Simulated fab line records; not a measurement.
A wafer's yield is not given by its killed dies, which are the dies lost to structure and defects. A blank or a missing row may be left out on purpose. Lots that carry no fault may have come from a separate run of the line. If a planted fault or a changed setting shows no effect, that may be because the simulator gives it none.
Matching of chambers || flow nand_harc || NHARC_A_CONTACT_DESCUM_13 on rie_diel-12: 4 sister chambers
The step chemistry O2, time 3 s. 20 wafers are shown with their chamber, then 10 later ones without.

WAFERS WITH THEIR CHAMBER
{"wafer": "L074.2", "chamber": 0, "drypump_motor_current_A (A)": 6.6, "showerhead_plenum_p_Torr (Torr)": 1.89, "oes_product_au (a.u.)": 1.002}
{"wafer": "L074.3", "chamber": 3, "drypump_motor_current_A (A)": 6.3, "showerhead_plenum_p_Torr (Torr)": 1.78, "oes_product_au (a.u.)": 1.017}
{"wafer": "L074.5", "chamber": 0, "drypump_motor_current_A (A)": 6.6, "showerhead_plenum_p_Torr (Torr)": 1.89, "oes_product_au (a.u.)": 0.989}
{"wafer": "L077.3", "chamber": 1, "drypump_motor_current_A (A)": 6.0, "showerhead_plenum_p_Torr (Torr)": 1.87, "oes_product_au (a.u.)": 0.997}
{"wafer": "L077.5", "chamber": 2, "drypump_motor_current_A (A)": 5.4, "showerhead_plenum_p_Torr (Torr)": 1.92, "oes_product_au (a.u.)": 0.987}
{"wafer": "L077.6", "chamber": 3, "drypump_motor_current_A (A)": 6.3, "showerhead_plenum_p_Torr (Torr)": 1.78, "oes_product_au (a.u.)": 1.022}
{"wafer": "L078.1", "chamber": 3, "drypump_motor_current_A (A)": 6.3, "showerhead_plenum_p_Torr (Torr)": 1.78, "oes_product_au (a.u.)": 1.015}
{"wafer": "L078.4", "chamber": 0, "drypump_motor_current_A (A)": 6.7, "showerhead_plenum_p_Torr (Torr)": 1.89, "oes_product_au (a.u.)": 1.007}
{"wafer": "L078.5", "chamber": 0, "drypump_motor_current_A (A)": 6.6, "showerhead_plenum_p_Torr (Torr)": 1.89, "oes_product_au (a.u.)": 0.998}
{"wafer": "L082.1", "chamber": 3, "drypump_motor_current_A (A)": 6.3, "showerhead_plenum_p_Torr (Torr)": 1.78, "oes_product_au (a.u.)": 1.018}
{"wafer": "L082.4", "chamber": 0, "drypump_motor_current_A (A)": 6.6, "showerhead_plenum_p_Torr (Torr)": 1.89, "oes_product_au (a.u.)": 0.998}
{"wafer": "L082.5", "chamber": 1, "drypump_motor_current_A (A)": 6.0, "showerhead_plenum_p_Torr (Torr)": 1.87, "oes_product_au (a.u.)": 1.019}
{"wafer": "L087.1", "chamber": 3, "drypump_motor_current_A (A)": 6.3, "showerhead_plenum_p_Torr (Torr)": 1.78, "oes_product_au (a.u.)": 1.015}
{"wafer": "L087.3", "chamber": 0, "drypump_motor_current_A (A)": 6.6, "showerhead_plenum_p_Torr (Torr)": 1.88, "oes_product_au (a.u.)": 1.005}
{"wafer": "L087.5", "chamber": 3, "drypump_motor_current_A (A)": 6.3, "showerhead_plenum_p_Torr (Torr)": 1.78, "oes_product_au (a.u.)": 1.023}
{"wafer": "L086.1", "chamber": 3, "drypump_motor_current_A (A)": 6.3, "showerhead_plenum_p_Torr (Torr)": 1.77, "oes_product_au (a.u.)": 1.012}
{"wafer": "L086.5", "chamber": 3, "drypump_motor_current_A (A)": 6.3, "showerhead_plenum_p_Torr (Torr)": 1.77, "oes_product_au (a.u.)": 1.009}
{"wafer": "L086.6", "chamber": 0, "drypump_motor_current_A (A)": 6.6, "showerhead_plenum_p_Torr (Torr)": 1.88, "oes_product_au (a.u.)": 1.008}
{"wafer": "L088.1", "chamber": 0, "drypump_motor_current_A (A)": 6.6, "showerhead_plenum_p_Torr (Torr)": 1.88, "oes_product_au (a.u.)": 1.009}
{"wafer": "L088.4", "chamber": 2, "drypump_motor_current_A (A)": 5.4, "showerhead_plenum_p_Torr (Torr)": 1.91, "oes_product_au (a.u.)": 0.985}

SIGNATURES, as means of the wafers listed above
{"reading": "drypump_motor_current_A", "chamber 0": 6.612, "chamber 1": 6.000, "chamber 2": 5.400, "chamber 3": 6.300, "scatter within a chamber": 0.0234}
{"reading": "showerhead_plenum_p_Torr", "chamber 0": 1.8862, "chamber 1": 1.8700, "chamber 2": 1.9150, "chamber 3": 1.7775, "scatter within a chamber": 0.00492}
{"reading": "oes_product_au", "chamber 0": 1.00200, "chamber 1": 1.00800, "chamber 2": 0.98600, "chamber 3": 1.01638, "scatter within a chamber": 0.00671}
Rule: for a wafer and a chamber, the distance is found by dividing, reading by reading, the gap between the wafer's reading and the chamber's mean by the reading's scatter, squaring, summing and taking the root. The wafer belongs to the nearest chamber; if the next one is less than 2 further off, it can't be placed. How the scatter is found: for the shown wafers, subtract from each reading the mean of its chamber, square and add these, divide the total by (wafers less chambers), then take the root.

WAFERS WITH NO CHAMBER GIVEN
{"wafer": "L088.5", "drypump_motor_current_A (A)": 6.0, "showerhead_plenum_p_Torr (Torr)": 1.87, "oes_product_au (a.u.)": 1.017}
{"wafer": "L089.3", "drypump_motor_current_A (A)": 6.0, "showerhead_plenum_p_Torr (Torr)": 1.87, "oes_product_au (a.u.)": 1.011}
{"wafer": "L089.4", "drypump_motor_current_A (A)": 5.4, "showerhead_plenum_p_Torr (Torr)": 1.91, "oes_product_au (a.u.)": 0.999}
{"wafer": "L089.5", "drypump_motor_current_A (A)": 6.0, "showerhead_plenum_p_Torr (Torr)": 1.87, "oes_product_au (a.u.)": 1.027}
{"wafer": "L093.3", "drypump_motor_current_A (A)": 6.0, "showerhead_plenum_p_Torr (Torr)": 1.87, "oes_product_au (a.u.)": 1.009}
{"wafer": "L093.4", "drypump_motor_current_A (A)": 6.3, "showerhead_plenum_p_Torr (Torr)": 1.77, "oes_product_au (a.u.)": 0.999}
{"wafer": "L093.6", "drypump_motor_current_A (A)": 5.4, "showerhead_plenum_p_Torr (Torr)": 1.91, "oes_product_au (a.u.)": 0.985}
{"wafer": "L096.1", "drypump_motor_current_A (A)": 6.3, "showerhead_plenum_p_Torr (Torr)": 1.77, "oes_product_au (a.u.)": 1.004}
{"wafer": "L096.2", "drypump_motor_current_A (A)": 5.4, "showerhead_plenum_p_Torr (Torr)": 1.91, "oes_product_au (a.u.)": 0.983}
{"wafer": "L096.5", "drypump_motor_current_A (A)": 5.4, "showerhead_plenum_p_Torr (Torr)": 1.91, "oes_product_au (a.u.)": 0.994}

EACH ONE'S CHAMBER
{"wafer": "L088.5", "from the rows above": 1, "in truth": 1}
{"wafer": "L089.3", "from the rows above": 1, "in truth": 1}
{"wafer": "L089.4", "from the rows above": 2, "in truth": 2}
{"wafer": "L089.5", "from the rows above": 1, "in truth": 1}
{"wafer": "L093.3", "from the rows above": 1, "in truth": 1}
{"wafer": "L093.4", "from the rows above": 3, "in truth": 3}
{"wafer": "L093.6", "from the rows above": 2, "in truth": 2}
{"wafer": "L096.1", "from the rows above": 3, "in truth": 3}
{"wafer": "L096.2", "from the rows above": 2, "in truth": 2}
{"wafer": "L096.5", "from the rows above": 2, "in truth": 2}
Correct placement for 10 of the 10. From these rows, 0 cannot be placed. Wrongly placed: 0.
